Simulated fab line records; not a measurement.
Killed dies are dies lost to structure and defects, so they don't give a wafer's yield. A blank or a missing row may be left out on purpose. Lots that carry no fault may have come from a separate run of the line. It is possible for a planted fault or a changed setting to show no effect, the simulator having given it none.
The tool behind it: which one?    flow n5-finfet    9 lots, 27 wafers sampled, at 6 steps of a route of 1938

## WHAT THE GAUGES READ, wafer by wafer
N5_FIN_SAQP_CD_MEAS_27: target cd 20 nm. Usual: cd-nm reads 20.31 nm (standard deviation 0.22).
lot   measured     on         cd-nm (nm)         flag
L862  day 2 02:48  cd-sem-02  20.34 20.23 20.37  
L864  day 2 13:03  cd-sem-02  20.66 20.72 20.49  
L871  day 4 07:49  cd-sem-01  20.08 19.89 20.13  
L872  day 4 15:07  cd-sem-01  20.25 19.87 20.38  
L875  day 5 05:53  cd-sem-02  20.17 20.54 20.10  
L877  day 5 19:14  cd-sem-01  20.52 20.37 20.20  
L882  day 7 00:08  cd-sem-01  20.40 20.59 20.15  
L883  day 7 07:05  cd-sem-01  19.85 20.27 20.20  
L884  day 7 13:23  cd-sem-02  20.31 20.18 20.40  

N5_FIN_SAQP_OCD_MEAS_76. Usual: trench-depth-nm reads 119.6 nm (standard deviation 1.1).
lot   measured     on      trench-depth-nm (nm)  flag
L862  day 2 06:27  ocd-02  119.1 118.0 119.0     
L864  day 2 16:14  ocd-01  119.9 119.4 119.7     
L871  day 4 10:28  ocd-01  119.8 120.1 119.3     
L872  day 4 18:09  ocd-01  118.8 126.1 119.0     
L875  day 5 07:59  ocd-02  120.6 119.1 121.5     
L877  day 5 21:25  ocd-02  120.5 119.4 119.0     
L882  day 7 02:19  ocd-01  119.9 119.7 120.1     
L883  day 7 09:17  ocd-01  119.7 120.2 121.0     
L884  day 7 15:31  ocd-01  120.3 120.2 120.7     

N5_BEOL_M4_RC_MEAS_101. Usual: DIBL_N 36.3 mV/V, standard deviation 1.2; DIBL_P 36.3 mV/V, standard deviation 1.4; IOFF_N 0.157 nA/um, standard deviation 0.02; IOFF_P 0.22 nA/um, standard deviation 0.033; ION_N 675 uA/um, standard deviation 9.6; ION_P 465 uA/um, standard deviation 8.2; SS_N 71.4 mV/dec, standard deviation 0.45; SS_P 73.3 mV/dec, standard deviation 0.54; VT_N 249.8 mV, standard deviation 2.5; VT_P -249 mV, standard deviation 3.2.
lot   measured      on         DIBL_N (mV/V)   DIBL_P (mV/V)   IOFF_N (nA/um)     IOFF_P (nA/um)  ION_N (uA/um)  ION_P (uA/um)  SS_N (mV/dec)   SS_P (mV/dec)   VT_N (mV)          VT_P (mV)       flag
L862  day 8 02:21   prober-01  37.2 36.6 35.3  38.5 37.3 36.4  0.169 0.150 0.137  0.23 0.21 0.20  681 676 661    466 467 457    71.4 71.6 71.5  72.8 72.7 73.0  246.2 249.8 251.9  -249 -251 -252  
L864  day 8 19:53   prober-01  34.6 35.1 35.3  34.8 34.9 35.1  0.128 0.132 0.137  0.16 0.17 0.17  665 662 668    455 453 455    71.2 71.7 71.2  72.0 72.3 71.9  251.3 251.7 253.9  -256 -253 -254  
L871  day 10 16:16  prober-01  34.2 34.5 35.3  35.7 36.1 37.5  0.151 0.159 0.177  0.23 0.23 0.26  686 670 692    468 470 475    71.2 71.8 71.6  72.6 72.4 72.8  248.1 245.6 247.1  -247 -248 -246  
L872  day 11 11:13  prober-02  37.4 36.9 37.3  35.5 35.0 35.6  0.168 0.162 0.174  0.23 0.21 0.23  683 680 682    466 466 465    70.9 71.2 71.6  73.8 73.2 73.8  249.0 248.9 250.0  -249 -247 -247  
L875  day 11 12:14  prober-01  34.5 34.2 33.8  34.8 34.3 34.0  0.155 0.146 0.141  0.19 0.18 0.17  679 681 670    468 459 459    71.6 70.7 71.5  73.8 72.8 72.9  249.4 247.7 248.8  -252 -255 -256  
L877  day 12 20:43  prober-02  36.3 37.1 37.9  36.0 36.6 38.3  0.133 0.149 0.163  0.20 0.21 0.24  666 677 686    461 464 477    71.5 71.6 71.9  72.2 72.6 74.0  254.8 251.3 249.4  -251 -247 -248  
L882  day 13 20:59  prober-02  38.3 37.7 38.1  38.4 38.6 38.6  0.206 0.195 0.199  0.26 0.26 0.26  675 675 692    463 467 474    72.1 72.2 71.5  74.6 73.5 73.9  247.8 247.5 244.4  -247 -249 -245  
L883  day 14 03:20  prober-02  37.2 37.1 35.9  37.3 36.7 34.6  0.186 0.174 0.154  0.26 0.25 0.22  691 683 689    481 473 474    71.4 71.6 70.7  74.0 74.1 73.9  247.1 249.6 253.2  -246 -247 -250  
L884  day 13 19:12  prober-01  35.7 37.4 36.5  36.1 37.9 36.6  0.147 0.182 0.170  0.25 0.28 0.26  673 675 667    469 473 464    71.2 71.5 71.8  73.3 74.0 73.9  249.2 246.1 247.4  -246 -245 -246  

## EACH LOT AND THE TOOL THAT RAN IT (in order: tool; ch and the chambers of the sampled wafers; start)
lot   N5_FIN_SAQP_SPACER1_ALD_24        N5_FIN_SAQP_MANDREL2_REMOVE_60   N5_FIN_SAQP_FIN_ETCH_36
L862  ald-sin-01 ch 1,3, day 2 01:51    rie-si-01 ch 0,2, day 2 05:39    rie-si-05 ch 0,1,2, day 2 06:14
L864  ald-sin-01 ch 0,1, day 2 12:08    rie-si-02 ch 1,2, day 2 15:34    rie-si-05 ch 0,1,3, day 2 16:01
L871  ald-sin-02 ch 0,2,3, day 4 06:52  rie-si-01 ch 1,2,3, day 4 09:49  rie-si-05 ch 1,2, day 4 10:15
L872  ald-sin-03 ch 0,1,2, day 4 14:13  rie-si-01 ch 1,2, day 4 17:29    rie-si-05 ch 0,2, day 4 17:56
L875  ald-sin-03 ch 0,1, day 5 04:58    rie-si-05 ch 1,2, day 5 07:19    rie-si-02 ch 0,1,3, day 5 07:46
L877  ald-sin-02 ch 1,2,3, day 5 18:16  rie-si-05 ch 1,2,3, day 5 20:45  rie-si-02 ch 1,2,3, day 5 21:12
L882  ald-sin-02 ch 0,1, day 6 23:13    rie-si-02 ch 0,3, day 7 01:37    rie-si-01 ch 0,1,3, day 7 02:06
L883  ald-sin-02 ch 0,1,3, day 7 06:10  rie-si-05 ch 0,1,3, day 7 08:37  rie-si-01 ch 0,2,3, day 7 09:04
L884  ald-sin-01 ch 0,1,3, day 7 12:15  rie-si-01 ch 1,2, day 7 14:51    rie-si-02 ch 2,3, day 7 15:17
- N5_FIN_SAQP_SPACER1_ALD_24: deposits SiO2, target thk 20.3 nm, pulse time 1 s, purge time 2 s.
- N5_FIN_SAQP_MANDREL2_REMOVE_60: chemistry HBr/Cl2/O2, target a-Si, stops on SiNx, bt time 10 s.
- N5_FIN_SAQP_FIN_ETCH_36: etches the open film in HBr/Cl2/O2, target depth 120 nm, time 50.4 s.

## AS READ BY THE TOOLS THEMSELVES (means over the sampled wafers that have a number; for cases with no such wafer, the mark the record gives instead)
N5_FIN_SAQP_SPACER1_ALD_24. Usual: heater-power-w 466 W, standard deviation 51; precursor-pulse-height-rel 1.001, standard deviation 0.019.
lot   tool        heater-power-w (W)  precursor-pulse-height-rel  flag
L862  ald-sin-01  468                 1.013                       
L864  ald-sin-01  474                 1.006                       
L871  ald-sin-02  474                 0.984                       
L872  ald-sin-03  477                 0.995                       
L875  ald-sin-03  497                 0.989                       
L877  ald-sin-02  423                 0.996                       
L882  ald-sin-02  474                 0.999                       
L883  ald-sin-02  453                 0.999                       
L884  ald-sin-01  470                 1.011                       

N5_FIN_SAQP_MANDREL2_REMOVE_60. Usual: HBr_flow_sccm 150.0 sccm, standard deviation 0.46; drypump-motor-current-A 6.0 A, standard deviation 0.41; oes-product-au 0.989 a.u., standard deviation 0.014; throttle-valve-pct 36.69 %, standard deviation 0.22.
lot   tool       HBr_flow_sccm (sccm)  drypump-motor-current-A (A)  oes-product-au (a.u.)  throttle-valve-pct (%)  flag
L862  rie-si-01  149.3                 6.0                          0.996                  36.58                   
L864  rie-si-02  149.6                 6.1                          0.985                  36.79                   
L871  rie-si-01  150.2                 6.2                          0.992                  36.54                   
L872  rie-si-01  150.1                 5.9                          0.991                  36.58                   
L875  rie-si-05  150.1                 6.3                          0.996                  36.79                   
L877  rie-si-05  149.9                 6.1                          0.993                  36.82                   
L882  rie-si-02  150.1                 5.3                          0.995                  36.78                   
L883  rie-si-05  150.1                 5.8                          0.980                  36.77                   
L884  rie-si-01  149.9                 5.9                          0.993                  36.58                   

N5_FIN_SAQP_FIN_ETCH_36. Usual: HBr_flow_sccm 150.0 sccm, standard deviation 0.48; bias-w 101.99 W, standard deviation 0.29; drypump-motor-current-A 6.0 A, standard deviation 0.39; oes-product-au 0.989 a.u., standard deviation 0.016; throttle-valve-pct 36.04 %, standard deviation 0.24.
lot   tool       HBr_flow_sccm (sccm)  bias-w (W)  drypump-motor-current-A (A)  oes-product-au (a.u.)  throttle-valve-pct (%)  flag
L862  rie-si-05  150.0                 101.64      6.0                          0.980                  36.08                   
L864  rie-si-05  150.2                 102.50      5.8                          0.975                  36.08                   
L871  rie-si-05  150.5                 102.23      6.3                          0.998                  36.13                   
L872  rie-si-05  150.1                 109.47      6.0                          0.996                  35.82                   OFF
L875  rie-si-02  150.1                 102.23      5.8                          0.999                  36.08                   
L877  rie-si-02  149.5                 102.28      5.9                          0.985                  36.14                   
L882  rie-si-01  149.6                 101.65      6.2                          1.002                  36.02                   
L883  rie-si-01  150.1                 102.19      6.2                          0.999                  35.88                   
L884  rie-si-02  149.7                 102.01      5.8                          0.986                  36.15                   

## THE ANSWER, worked out from the rows above alone
Rule: lot off if the mean of its wafers having a number is beyond 3 standard deviations from the usual mean. Also off: a lot with no number at a reading for which 4 or more lots have one. All remaining lots with rows at the step are treated as sound. The gauges are gone through in route order, then the tools' own readings, and for those a lot's mean is taken as printed above. At the first step where some lot is off, the reading lying furthest off is the one used; lots without a number count as furthest.
Off: L872 (N5_FIN_SAQP_FIN_ETCH_36, bias-w).
A tool fits if, at that step or a process step before it, it ran every lot that is off, and no sound lot after the first of them. One fits: N5_FIN_SAQP_FIN_ETCH_36 on rie-si-05. A fault onset in the window from L871 (day 4 10:15, its last sound lot) to L872 (day 4 17:56, its first lot off) fits.
The tool's own readings at N5_FIN_SAQP_FIN_ETCH_36 bear it out: on the lots that are off they differ by more than 5 times the standard deviation of the sound lots' means. bias-w reads 109.47 W there against 102.09 W on the sound lots.

## WHAT THE SIMULATOR HAD INSERTED
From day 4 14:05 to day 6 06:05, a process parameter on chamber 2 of rie-si-05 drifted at N5_FIN_SAQP_FIN_ETCH_36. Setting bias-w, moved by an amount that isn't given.
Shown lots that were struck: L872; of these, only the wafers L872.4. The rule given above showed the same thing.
